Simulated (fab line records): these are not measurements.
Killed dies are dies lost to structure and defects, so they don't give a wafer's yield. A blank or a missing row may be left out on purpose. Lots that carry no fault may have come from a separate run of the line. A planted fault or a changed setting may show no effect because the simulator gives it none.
fab line records    flow nandHarc
[record] lots = 7  wafers = 20  lastDay = 24
route steps=1159 shown P_M1@299
lots that met no fault: taken from a fault-free run of the same line
startH: hours from the record's opening day to when the first of the lot's shown wafers began    waitH: time in hours since the lot's previous step    " repeats the value in the row above    L1.1+2: one row covering several wafers at once    - value missing, or start not given    * or withheld: withheld    < > ~ a bound
route shown NAME@n: NAME is a module with steps in the file, n the number in the route of the first one    usual: mean/standard deviation taken from wafers without a fault    same: alike in all rows    chamber/n: place in a boat    sites: per-site readings    _std_site: their standard deviation    _edge_site: outer sites' mean less inner sites'    radiusMm: for every site, how far away it sits from the centre of the wafer    mask NAME#n: copy n    behind: tool/chamber where the wafer was last shaped    hold: cause of the lot's hold/its duration in hours/its outcome    device: names the non-switching transistor (n, p or np)    end of line: at the end of the route, the tests of the same wafers    step lacking rows: just its recipe    killed: dies lost to structure and defects at the first sort, not the wafer's yield    map: the dies of a wafer, with x for killed, . for not killed, _ for no die there
set.NAME: setting as actually run; set.NAME@STEP: the setting as run at that earlier step    model.NAME: the simulator's own value behind a step, which no gauge read
certain route steps with their lots: each step a table, each wafer a row
services: from which hour (startH, from the record's first day; less than 0 if before it) a tool's chamber was out of use, for how many hours, and why
[[steps]]
[step NHARC_P_M1_ETCH_35]
[recipe] targetDepthA = 400  overetchA = 120  timeS = 43.94  ionEnergyEv = 200  n2FlowSccm = 150  h2FlowSccm = 150  arFlowSccm = 0  rfW = 400  biasW = 150  chemistry = N2/H2
[step NHARC_P_M1_ETCH_15]
[recipe] targetDepthA = 1825  timeS = 91.2  c4f8FlowSccm = withheld  arFlowSccm = 400  rfW = 600  biasW = 300  chemistry = C4F8/Ar
[usual] chamberPressureMTorr = 25.000/0.022  oesProductAu = 0.957/0.018  rfFwdPowerW = 595.8/2  rfVppV = 441.4/2.1
lot.wafer  tool        chamber  startH  waitH  chamberPressureMTorr  oesProductAu  rfFwdPowerW  rfHoursCounterH  rfVppV
L739.4     rieDiel-03  2        -       -      25.021                0.977         595.5        5                441.6
L739.1     "           0        "       "      24.990                0.958         595.3        6                443.5
L739.6     "           2        "       "      24.999                0.985         597.0        -                442.1
L742.1     rieDiel-10  1        -       -      25.010                0.964         596.5        3                440.6
L742.5     "           3        "       "      25.007                0.937         593.9        -                437.5
L742.6     "           0        "       "      25.029                0.939         598.3        -                440.9
L747.1     rieDiel-08  3        -       -      24.977                0.982         594.2        2                444.8
L747.6     "           1        "       "      25.015                0.971         599.9        -                443.1
L748.1     rieDiel-08  3        -       -      24.974                0.975         595.6        3                445.1
L748.5     "           1        "       "      25.001                0.986         594.1        -                443.8
L748.6     "           2        "       "      24.962                0.965         598.7        -                443.2
L753.1     rieDiel-08  2        -       -      25.002                0.981         599.2        5                443.6
L753.2     "           3        "       "      25.025                0.992         595.1        4                445.0
L753.3     "           0        "       "      25.044                0.948         591.3        5                438.4
L755.2     rieDiel-10  3        -       -      24.992                0.956         598.4        1                437.3
L755.4     "           0        "       "      24.987                0.972         597.7        1                440.5
L755.3     "           2        "       "      25.008                0.956         595.5        1                438.2
L762.3     rieDiel-03  0        -       -      25.013                0.915         597.1        1                442.6
L762.5     "           1        "       "      25.012                0.924         595.9        -                440.9
L762.6     "           2        "       "      25.014                0.929         596.9        -                441.7
[step NHARC_P_M1_CD_MEAS_16]
[usual] cdNm = 129.9/0.6
lot.wafer  tool      chamber  startH  waitH  cdNm
L739.1     cdSem-03  -        131.94  -      130.9
L739.4     "         -        "       "      130.8
L739.6     "         -        "       "      129.8
L742.1     cdSem-01  -        138.79  -      129.6
L742.5     "         -        "       "      129.5
L742.6     "         -        "       "      129.2
L747.1     cdSem-02  -        168.27  -      130.6
L747.6     "         -        "       "      130.3
L748.1     cdSem-01  -        180.77  -      129.8
L748.5     "         -        "       "      129.3
L748.6     "         -        "       "      128.9
L753.1     cdSem-03  -        199.13  -      129.5
L753.2     "         -        "       "      130.7
L753.3     "         -        "       "      129.9
L755.2     cdSem-02  -        217.70  -      129.5
L755.3     "         -        "       "      131.0
L755.4     "         -        "       "      130.3
L762.3     cdSem-03  -        251.81  -      130.1
L762.5     "         -        "       "      130.2
L762.6     "         -        "       "      131.1
[step NHARC_P_M1_STRIP_18]
[recipe] powerW = 1000  n2FlowSccm = 150  h2FlowSccm = 150  arFlowSccm = 0  biasW = 0  chemistry = N2/H2
[step NHARC_P_M1_ETCH_28]
[recipe] targetDepthA = 300  overEtchFrac = 0.3  timeS = 72.99  ionEnergyEv = 150  cf4FlowSccm = 50  n2FlowSccm = 100  arFlowSccm = 150  rfW = 300  biasW = 100  chemistry = CF4/N2
[step NHARC_P_M1_STRIP_19]
[recipe] timeS = 600  tempC = 30  chemistry = postEtchResidueRemover
[step NHARC_P_M1_DEGAS_29]
[recipe] tempC = 250  timeS = 60
[usual] heaterPowerW = 351/35
lot.wafer  tool           chamber  startH  waitH  heaterPowerW
L739.4     pvdSputter-01  -        132.66  -      405
L739.1     "              -        "       "      359
L739.6     "              -        "       "      357
L742.1     pvdSputter-02  -        139.51  -      297
L742.6     "              -        "       "      304
L742.5     "              -        "       "      335
L747.1     pvdSputter-01  -        169.00  -      346
L747.6     "              -        "       "      357
L748.1     pvdSputter-01  -        181.51  -      339
L748.5     "              -        "       "      372
L748.6     "              -        "       "      401
L753.3     pvdSputter-03  -        199.86  -      302
L753.2     "              -        "       "      329
L753.1     "              -        "       "      352
L755.4     pvdSputter-03  -        218.41  -      318
L755.3     "              -        "       "      357
L755.2     "              -        "       "      310
L762.3     pvdSputter-02  -        252.54  -      420
L762.6     "              -        "       "      305
L762.5     "              -        "       "      345
[step NHARC_P_M1_PRE_CLEAN_30]
[recipe] timeS = 30  tempC = 280  gas = H2/He
[step NHARC_P_M1_PVD_20]
[recipe] targetThkA = 50  biasV = 168.6  powerW = 15000  chamberPressurePa = 0.12  timeS = 8.06  substrateTempC = 50  material = TaN
[usual] throttleValvePct = 30.3/1.1
lot.wafer  tool           chamber  startH  waitH  throttleValvePct
L739.1     pvdSputter-01  -        -       -      29.5
L739.4     "              -        "       "      32.0
L739.6     "              -        "       "      29.4
L742.1     pvdSputter-02  -        -       -      30.8
L742.6     "              -        "       "      30.9
L742.5     "              -        "       "      30.3
L747.1     pvdSputter-01  -        -       -      30.6
L747.6     "              -        "       "      29.7
L748.1     pvdSputter-01  -        -       -      31.8
L748.5     "              -        "       "      31.8
L748.6     "              -        "       "      31.6
L753.3     pvdSputter-03  -        -       -      29.1
L753.1     "              -        "       "      29.9
L753.2     "              -        "       "      28.2
L755.4     pvdSputter-03  -        -       -      28.4
L755.2     "              -        "       "      29.1
L755.3     "              -        "       "      30.0
L762.3     pvdSputter-02  -        -       -      30.9
L762.6     "              -        "       "      29.9
L762.5     "              -        "       "      30.8
[step NHARC_P_M1_PVD_21]
[recipe] targetThkA = 300  chamberPressurePa = 5  powerW = 5000  substrateTempC = 30  timeS = 20.49  material = Cu
[usual] throttleValvePct = 30.4/1.1
lot.wafer  tool           chamber  startH  waitH  throttleValvePct
L739.4     pvdSputter-01  -        -       -      31.9
L739.1     "              -        "       "      30.6
L739.6     "              -        "       "      31.7
L742.1     pvdSputter-02  -        -       -      30.0
L742.6     "              -        "       "      30.0
L742.5     "              -        "       "      30.8
L747.1     pvdSputter-01  -        -       -      32.1
L747.6     "              -        "       "      30.7
L748.1     pvdSputter-01  -        -       -      32.3
L748.5     "              -        "       "      31.8
L748.6     "              -        "       "      31.7
L753.1     pvdSputter-03  -        -       -      28.0
L753.2     "              -        "       "      29.1
L753.3     "              -        "       "      29.8
L755.3     pvdSputter-03  -        -       -      29.9
L755.2     "              -        "       "      30.8
L755.4     "              -        "       "      28.3
L762.3     pvdSputter-02  -        -       -      30.8
L762.6     "              -        "       "      30.7
L762.5     "              -        "       "      30.7
[step NHARC_P_M1_ECD_22]
[recipe] targetThkA = 4000  bathTempC = 25  material = Cu
[step NHARC_P_M1_ANNEAL_31]
[recipe] tempC = 225  timeS = 90
[usual] annealTempCMax = 226.05/0.28  wafer_temp_C_max = 225.83/0.23
lot.wafer  tool          chamber  startH  waitH  annealTempCMax  wafer_temp_C_max
L739.1     rtpAnneal-02  0        133.40  0.3    225.62          226.34
L739.4     "             0        "       "      225.61          225.70
L739.6     "             0        "       "      225.76          225.63
L742.1     rtpAnneal-02  0        140.26  0.3    225.91          225.45
L742.5     "             0        "       "      226.02          225.66
L742.6     "             0        "       "      225.91          225.67
L747.1     rtpAnneal-01  0        169.73  -      225.93          225.93
L747.6     "             0        "       "      225.79          226.11
L748.1     rtpAnneal-02  0        182.22  -      225.68          225.85
L748.5     "             0        "       "      226.02          225.89
L748.6     "             0        "       "      225.71          225.75
L753.1     rtpAnneal-02  0        200.60  0.3    225.88          225.74
L753.2     "             0        "       "      225.58          225.64
L753.3     "             0        "       "      225.65          225.80
L755.2     rtpAnneal-01  0        219.20  -      226.38          226.07
L755.3     "             0        "       "      226.31          226.07
L755.4     "             0        "       "      226.46          225.94
L762.3     rtpAnneal-01  0        253.40  0.3    226.52          225.96
L762.5     "             0        "       "      226.16          225.92
L762.6     "             0        "       "      226.12          225.91
[step NHARC_P_M1_CMP_23]
[recipe] tOverpolishS = 20  targetThkNm = 157.82
[usual] motorCurrentA = 12.1/0.86  padLifeWafers = 274/150  slurryFilterDpKPa = 13.49/0.14  timeToEndpointS = 28.2/2.3
lot.wafer  tool    chamber  startH  waitH  motorCurrentA  padLifeWafers  slurryFilterDpKPa  timeToEndpointS
L739.1     cmp-04  2        133.75  -      11.3           102            13.35              25.6
L739.4     "       3        "       "      12.0           103            13.52              26.5
L739.6     "       2        "       "      11.1           -              13.36              26.0
L742.1     cmp-04  2        140.60  -      12.0           168            13.58              14.4
L742.6     "       2        "       "      10.9           -              13.56              24.7
L742.5     "       3        "       "      12.1           -              13.51              26.4
L747.1     cmp-04  2        170.07  -      11.2           348            13.42              16.4
L747.6     "       2        "       "      10.9           -              13.32              31.6
L748.1     cmp-04  1        182.59  -      12.9           403            13.46              14.8
L748.5     "       0        "       "      11.5           -              13.31              29.9
L748.6     "       1        "       "      12.9           -              13.79              27.3
L753.3     cmp-02  2        200.94  -      11.2           402            13.53              26.8
L753.2     "       3        "       "      11.5           403            13.70              26.2
L753.1     "       1        "       "      12.3           405            13.72              25.7
L755.4     cmp-02  2        219.52  -      10.9           493            13.57              26.1
L755.3     "       3        "       "      12.0           494            13.78              25.3
L755.2     "       0        "       "      14.0           495            13.68              28.4
L762.3     cmp-01  3        253.67  -      11.6           415            13.63              25.0
L762.5     "       2        "       "      11.6           -              13.70              26.5
L762.6     "       3        "       "      12.0           -              13.81              26.0
[step NHARC_P_M1_THK_MEAS_24]
[recipe] thkMeasGauge = xrf
[usual] thkNm = 157.6/1.6
lot.wafer  tool          chamber  startH  waitH  thkNm
L739.1     filmMetro-02  -        134.07  -      155.7
L739.4     "             -        "       "      156.5
L739.6     "             -        "       "      156.1
L742.1     filmMetro-02  -        140.92  -      148.2
L742.5     "             -        "       "      155.1
L742.6     "             -        "       "      155.8
L747.1     filmMetro-02  -        170.39  -      150.7
L747.6     "             -        "       "      159.8
L748.1     filmMetro-02  -        182.88  -      150.9
L748.5     "             -        "       "      160.5
L748.6     "             -        "       "      159.3
L753.1     filmMetro-01  -        201.26  -      156.6
L753.2     "             -        "       "      158.1
L753.3     "             -        "       "      156.6
L755.2     filmMetro-02  -        219.81  -      159.5
L755.3     "             -        "       "      158.4
L755.4     "             -        "       "      158.4
L762.3     filmMetro-02  -        253.96  -      158.5
L762.5     "             -        "       "      159.2
L762.6     "             -        "       "      157.7
[step NHARC_P_M1_SRD_25]
[[services]]
tool           chamber  startH  hours  kind
cmp-04         -        117.43  1.5    repair
rieDiel-08     -        124.80  9.0    pm
cmp-02         -        128.50  4.0    pm
pvdSputter-02  -        128.88  6.6    repair
rieDiel-08     1        134.37  3.4    repair
cmp-02         -        141.51  1.2    repair
rieDiel-08     1        144.04  3.7    repair
rieDiel-10     -        151.66  0.2    repair
rieDiel-08     3        153.12  4.3    repair
pvdSputter-01  -        171.17  10.0   pm
rieDiel-10     -        176.50  9.0    pm
cmp-04         -        184.05  1.0    repair
pvdSputter-03  -        185.58  1.2    repair
cmp-04         -        191.40  0.4    repair
rieDiel-08     -        192.67  0.3    repair
cmp-04         -        203.81  4.0    pm
pvdSputter-03  -        204.83  6.3    repair
pvdSputter-02  -        214.24  10.0   pm
rieDiel-03     -        215.42  9.0    pm
cmp-04         -        222.94  1.9    repair
cmp-02         -        226.50  4.0    pm
rieDiel-08     2        226.59  8.9    repair
cmp-04         -        233.71  3.7    repair
rieDiel-10     1        239.40  2.2    repair
[[key]]
[firstSign] step = NHARC_P_M1_CMP_23  reading = timeToEndpointS  direction = down  sigmas = 5.7  usual = *  struck = *
[effect] step = NHARC_P_M1_THK_MEAS_24  reading = thkNm  direction = down  sigmas = 4.9  usual = 157.6  struck = 149.9
metAt NHARC_P_M1_CMP_23
struckWafers L742.1,L747.1,L748.1
onsetBetween 133.75 140.60
[fault] kind = processParameterDrift  tool = cmp-04  chamber = -  onsetH = 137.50  steps = NHARC_P_M1_CMP_23  channel = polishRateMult  offset = 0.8  shape = step  endH = 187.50  scope = struckWafersOnly
